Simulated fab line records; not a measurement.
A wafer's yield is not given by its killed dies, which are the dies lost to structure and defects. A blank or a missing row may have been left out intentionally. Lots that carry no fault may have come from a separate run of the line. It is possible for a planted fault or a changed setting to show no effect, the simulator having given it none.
Matching of chambers / flow nandHarc / 4 sister chambers for NHARC_A_BLC_STRIP_21 on rieDiel-06
The step strips in O2. 4 wafers are shown with their chamber, then 10 later ones without.

WAFERS WITH THEIR CHAMBER
wafer=L087.5; chamber=2; showerheadPlenumPTorr (Torr)=3.54
wafer=L087.6; chamber=1; showerheadPlenumPTorr (Torr)=3.27
wafer=L090.3; chamber=3; showerheadPlenumPTorr (Torr)=3.53
wafer=L090.4; chamber=0; showerheadPlenumPTorr (Torr)=3.40

WAFERS WITH NO CHAMBER GIVEN
wafer=L090.6; showerheadPlenumPTorr (Torr)=3.54
wafer=L091.1; showerheadPlenumPTorr (Torr)=3.53
wafer=L091.2; showerheadPlenumPTorr (Torr)=3.54
wafer=L091.4; showerheadPlenumPTorr (Torr)=3.27
wafer=L092.1; showerheadPlenumPTorr (Torr)=3.54
wafer=L092.3; showerheadPlenumPTorr (Torr)=3.40
wafer=L092.5; showerheadPlenumPTorr (Torr)=3.54
wafer=L097.2; showerheadPlenumPTorr (Torr)=3.39
wafer=L097.3; showerheadPlenumPTorr (Torr)=3.26
wafer=L097.5; showerheadPlenumPTorr (Torr)=3.52

EACH ONE'S CHAMBER
wafer=L090.6; from the rows above=can't be placed: 2 or 3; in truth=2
wafer=L091.1; from the rows above=can't be placed: 3 or 2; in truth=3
wafer=L091.2; from the rows above=can't be placed: 2 or 3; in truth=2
wafer=L091.4; from the rows above=1; in truth=1
wafer=L092.1; from the rows above=can't be placed: 2 or 3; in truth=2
wafer=L092.3; from the rows above=0; in truth=0
wafer=L092.5; from the rows above=can't be placed: 2 or 3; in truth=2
wafer=L097.2; from the rows above=0; in truth=0
wafer=L097.3; from the rows above=1; in truth=1
wafer=L097.5; from the rows above=can't be placed: 3 or 2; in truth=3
4 of 10 placed correctly. Cannot be placed on the basis of these rows: 6; the candidates contain the true chamber in 6. Wrongly placed: 0.
How it was worked out, from the rows above alone: a wafer's distance from a chamber is the root of the sum, over the readings, of the square of ((its reading less the chamber's mean) divided by the reading's scatter). If the next closest chamber is less than 2 further off than the closest, the wafer can't be placed; otherwise it belongs to the closest. The mean given for a chamber averages the wafers shown for that chamber. The scatter (one wafer shown for each chamber): square how far every hidden wafer sits from the nearest shown wafer, average those squares and take the square root.
